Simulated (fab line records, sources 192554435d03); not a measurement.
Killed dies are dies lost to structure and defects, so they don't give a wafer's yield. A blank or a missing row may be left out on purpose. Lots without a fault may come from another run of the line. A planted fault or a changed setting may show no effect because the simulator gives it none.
Which tool did it? | flow n5_finfet | 9 lots, 27 wafers sampled, at 5 steps of a route of 1938

WHAT THE GAUGES READ, wafer by wafer
N5_BEOL_M4_INSPECT_30: inspects for defects (brightfield).
lot  | measured     | on                | raw_defect_count
L301 | day 7 17:59  | defect_inspect-02 | 426 460 532
L303 | day 8 01:18  | defect_inspect-02 | 497 519 425
L307 | day 9 03:39  | defect_inspect-01 | 540 462 484
L308 | day 9 05:59  | defect_inspect-01 | 452 445 457
L315 | day 11 05:07 | defect_inspect-02 | 500 387 479
L317 | day 11 09:21 | defect_inspect-01 | 481 423 408
L318 | day 11 20:07 | defect_inspect-02 | 348 277 356
L319 | day 11 20:50 | defect_inspect-02 | 314 445 555
L321 | day 12 15:01 | defect_inspect-02 | 242 481 453

N5_BEOL_M4_RC_MEAS_101.
lot  | measured     | on        | DIBL_N (mV/V)  | DIBL_P (mV/V)  | IOFF_N (nA/um)    | IOFF_P (nA/um)    | ION_N (uA/um) | ION_P (uA/um) | SS_N (mV/dec)  | SS_P (mV/dec)  | VT_N (mV)         | VT_P (mV)
L301 | day 8 00:16  | prober-01 | 35.0 35.3 35.6 | 35.5 34.7 35.7 | 0.131 0.128 0.131 | 0.174 0.170 0.179 | 674 664 665   | 456 452 456   | 71.2 71.7 70.8 | 72.7 73.0 72.5 | 252.7 252.4 254.0 | -254.4 -255.1 -254.1
L303 | day 8 10:10  | prober-02 | 36.3 35.5 37.9 | 36.9 36.1 38.2 | 0.150 0.134 0.171 | 0.209 0.194 0.225 | 659 657 669   | 457 452 461   | 71.7 71.6 72.7 | 72.9 73.6 74.3 | 252.3 255.2 250.0 | -251.1 -251.2 -252.0
L307 | day 9 09:32  | prober-01 | 37.5 39.5 38.3 | 35.9 38.7 37.6 | 0.151 0.202 0.181 | 0.199 0.242 0.226 | 668 686 686   | 464 467 469   | 71.5 72.3 71.5 | 73.9 73.3 73.5 | 250.2 246.9 250.7 | -249.6 -247.3 -250.6
L308 | day 9 13:46  | prober-01 | 37.1 36.2 36.3 | 38.0 37.4 37.1 | 0.200 0.189 0.183 | 0.260 0.241 0.251 | 676 673 676   | 464 463 465   | 72.4 71.8 71.9 | 74.0 73.5 74.3 | 247.1 246.8 249.2 | -247.2 -248.0 -246.9
L315 | day 11 11:57 | prober-01 | 36.6 36.8 36.1 | 36.7 36.7 34.8 | 0.187 0.202 0.169 | 0.259 0.271 0.233 | 685 687 682   | 470 475 471   | 71.7 71.7 71.1 | 73.0 72.9 72.7 | 247.2 243.5 247.3 | -244.2 -244.8 -248.5
L317 | day 11 15:38 | prober-01 | 36.5 38.0 36.4 | 35.7 37.5 35.4 | 0.142 0.169 0.138 | 0.199 0.228 0.196 | 665 666 658   | 454 463 456   | 71.3 71.4 71.1 | 73.1 73.5 73.1 | 250.0 249.7 250.6 | -250.1 -248.1 -253.0
L318 | day 12 04:47 | prober-02 | 35.6 36.8 36.5 | 35.9 37.1 37.8 | 0.151 0.173 0.172 | 0.179 0.206 0.214 | 665 666 678   | 455 455 463   | 70.6 71.6 71.6 | 73.3 72.8 73.4 | 248.0 250.0 248.5 | -254.9 -251.5 -252.5
L319 | day 12 07:06 | prober-01 | 37.3 37.6 36.7 | 38.0 38.4 36.6 | 0.173 0.181 0.157 | 0.249 0.255 0.226 | 690 685 674   | 471 480 466   | 72.1 72.4 72.5 | 73.8 73.7 72.7 | 249.4 245.4 247.9 | -244.6 -244.6 -248.5
L321 | day 12 23:17 | prober-01 | 35.8 34.6 35.3 | 36.5 35.0 35.7 | 0.162 0.136 0.152 | 0.227 0.198 0.210 | 680 670 677   | 469 467 468   | 71.4 71.5 71.4 | 74.0 72.7 73.7 | 245.4 251.9 251.6 | -247.4 -251.0 -245.4

WHICH TOOL RAN EACH LOT (tool, then ch and the chambers of the sampled wafers, then the start)
lot  | N5_BEOL_M4_ETCH_70                 | N5_BEOL_M4_VIA_ETCH_34             | N5_BEOL_M4_STRIP_97
L301 | rie_diel-04 ch 0,2,3, day 7 19:31  | rie_diel-04 ch 0,2,3, day 7 19:37  | rie_diel-04 ch 0,2,3, day 8 00:16 or earlier
L303 | rie_diel-02 ch 0,2,3, day 8 05:40  | rie_diel-02 ch 0,2,3, day 8 05:46  | rie_diel-02 ch 0,2,3, day 8 10:10 or earlier
L307 | rie_diel-06 ch 0,3, day 9 05:35    | rie_diel-06 ch 0,3, day 9 05:41    | rie_diel-06 ch 0,3, day 9 09:32 or earlier
L308 | rie_diel-06 ch 2,3, day 9 09:11    | rie_diel-06 ch 2,3, day 9 09:17    | rie_diel-06 ch 2,3, day 9 13:46 or earlier
L315 | rie_diel-06 ch 1,2,3, day 11 07:22 | rie_diel-06 ch 1,2,3, day 11 07:28 | rie_diel-06 ch 1,2,3, day 11 11:57 or earlier
L317 | rie_diel-04 ch 0,2,3, day 11 11:34 | rie_diel-04 ch 0,2,3, day 11 11:40 | rie_diel-04 ch 0,2,3, day 11 15:38 or earlier
L318 | rie_diel-06 ch 0,1,3, day 11 23:28 | rie_diel-06 ch 0,1,3, day 11 23:35 | rie_diel-06 ch 0,1,3, day 12 04:47 or earlier
L319 | rie_diel-04 ch 0,2, day 12 00:54   | rie_diel-04 ch 0,2, day 12 01:00   | rie_diel-04 ch 0,2, day 12 07:06 or earlier
L321 | rie_diel-02 ch 1,2,3, day 12 17:56 | rie_diel-02 ch 1,2,3, day 12 18:03 | rie_diel-02 ch 1,2,3, day 12 23:17 or earlier
- N5_BEOL_M4_ETCH_70: etches SOC in N2/H2, target depth 80 nm, overetch 24 nm, time 130 s.
- N5_BEOL_M4_VIA_ETCH_34: etches the open film in C4F6/O2, target depth 69.4 nm, time 65.9 s.
- N5_BEOL_M4_STRIP_97: strips in N2/H2, time 10 s.

WHAT THE TOOLS THEMSELVES READ (means of the sampled wafers that have a number; where no wafer has one, the mark that the record gives instead)
N5_BEOL_M4_ETCH_70.
lot  | tool        | drypump_motor_current_A (A) | h2_flow_sccm (sccm) | oes_product_au (a.u.) | rf_vpp_V (V) | showerhead_plenum_p_Torr (Torr) | throttle_valve_pct (%)
L301 | rie_diel-04 | 6.1                         | 199.8               | 0.58                  | 524.2        | 2.55                            | 17.80
L303 | rie_diel-02 | 5.6                         | 200.2               | 0.58                  | 523.8        | 2.53                            | 17.96
L307 | rie_diel-06 | 5.5                         | 199.8               | 0.57                  | 523.5        | 2.53                            | 17.85
L308 | rie_diel-06 | 5.6                         | 199.8               | 0.55                  | 522.2        | 2.48                            | 17.76
L315 | rie_diel-06 | 5.5                         | 219.8               | 0.54                  | 524.7        | 2.60                            | 18.63
L317 | rie_diel-04 | 6.1                         | 200.3               | 0.62                  | 522.9        | 2.54                            | 17.71
L318 | rie_diel-06 | 5.8                         | 220.4               | 0.55                  | 523.6        | 2.61                            | 18.59
L319 | rie_diel-04 | 6.3                         | 199.7               | 0.63                  | 522.0        | 2.47                            | 17.66
L321 | rie_diel-02 | 5.7                         | 199.7               | 0.60                  | 523.9        | 2.56                            | 18.08

N5_BEOL_M4_VIA_ETCH_34.
lot  | tool        | drypump_motor_current_A (A) | oes_product_au (a.u.) | rf_vpp_V (V) | showerhead_plenum_p_Torr (Torr) | throttle_valve_pct (%)
L301 | rie_diel-04 | 6.1                         | 0.79                  | 671          | 2.86                            | 30.8
L303 | rie_diel-02 | 5.6                         | 0.80                  | 663          | 2.82                            | 30.8
L307 | rie_diel-06 | 5.6                         | 0.79                  | 672          | 2.82                            | 30.7
L308 | rie_diel-06 | 5.6                         | 0.75                  | 672          | 2.77                            | 30.6
L315 | rie_diel-06 | 5.6                         | 0.74                  | 674          | 2.84                            | 30.9
L317 | rie_diel-04 | 6.1                         | 0.84                  | 671          | 2.84                            | 30.7
L318 | rie_diel-06 | 5.8                         | 0.74                  | 671          | 2.84                            | 30.8
L319 | rie_diel-04 | 6.3                         | 0.87                  | 666          | 2.78                            | 30.8
L321 | rie_diel-02 | 5.7                         | 0.81                  | 665          | 2.85                            | 31.0

N5_BEOL_M4_STRIP_97.
lot  | tool        | drypump_motor_current_A (A) | oes_product_au (a.u.) | rf_vpp_V (V) | showerhead_plenum_p_Torr (Torr) | throttle_valve_pct (%)
L301 | rie_diel-04 | 6.1                         | 0.79                  | 58.9         | 2.55                            | 23.7
L303 | rie_diel-02 | 5.6                         | 0.80                  | 58.7         | 2.52                            | 23.9
L307 | rie_diel-06 | 5.5                         | 0.80                  | 60.0         | 2.52                            | 23.7
L308 | rie_diel-06 | 5.6                         | 0.76                  | 59.5         | 2.47                            | 23.6
L315 | rie_diel-06 | 5.5                         | 0.74                  | 58.4         | 2.54                            | 23.9
L317 | rie_diel-04 | 6.1                         | 0.85                  | 59.4         | 2.54                            | 23.6
L318 | rie_diel-06 | 5.8                         | 0.75                  | 59.4         | 2.54                            | 23.8
L319 | rie_diel-04 | 6.3                         | 0.88                  | 58.7         | 2.47                            | 23.5
L321 | rie_diel-02 | 5.7                         | 0.82                  | 59.2         | 2.55                            | 24.0

THE ANSWER, worked out from the rows above alone
Rule: what is usual is taken from the lots themselves. Put in order of their means at a reading, lots are off if they are a third of the lots or fewer, leave a main group of 4 or more, and stand apart from it by a gap of 3 or more times the standard deviation of the main group's means; of several such gaps the widest counts. A main group whose means are all the same, to the digits that the tables above print for the reading, isn't used. A lot without any number at a reading at which 4 lots or more have one is off too. The other lots that the step has rows for count as sound. The gauges are gone through in route order, then the tools' own readings, and for those a lot's mean is taken as printed above. The first step at which some lot is off is used, and at that step the reading that is off furthest; a lot without a number counts as furthest.
Off: L315, L318, at N5_BEOL_M4_ETCH_70 (h2_flow_sccm). The main group: mean 199.9 sccm, standard deviation 0.23.
A tool fits if, at that step or a process step before it, it ran every lot that is off, and no sound lot after the first of them. One fits: rie_diel-06 at N5_BEOL_M4_ETCH_70. Its last sound lot is L308 (day 9 09:11), its first lot that is off L315 (day 11 07:22): a fault that began between those two fits.
The tool's own readings at N5_BEOL_M4_ETCH_70 bear it out: on the lots that are off they differ by more than 5 times the standard deviation of the sound lots' means. h2_flow_sccm reads 220.1 sccm there against 199.9 sccm on the sound lots; throttle_valve_pct reads 18.61 % there against 17.83 % on the sound lots.

WHAT THE SIMULATOR HAD PUT IN
Process parameter drift: rie_diel-06, from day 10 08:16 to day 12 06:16, at N5_BEOL_M4_ETCH_70. Setting h2_flow_sccm, moved by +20, from 200. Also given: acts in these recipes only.
Lots struck among those shown: L315, L318. The rule above found the same.
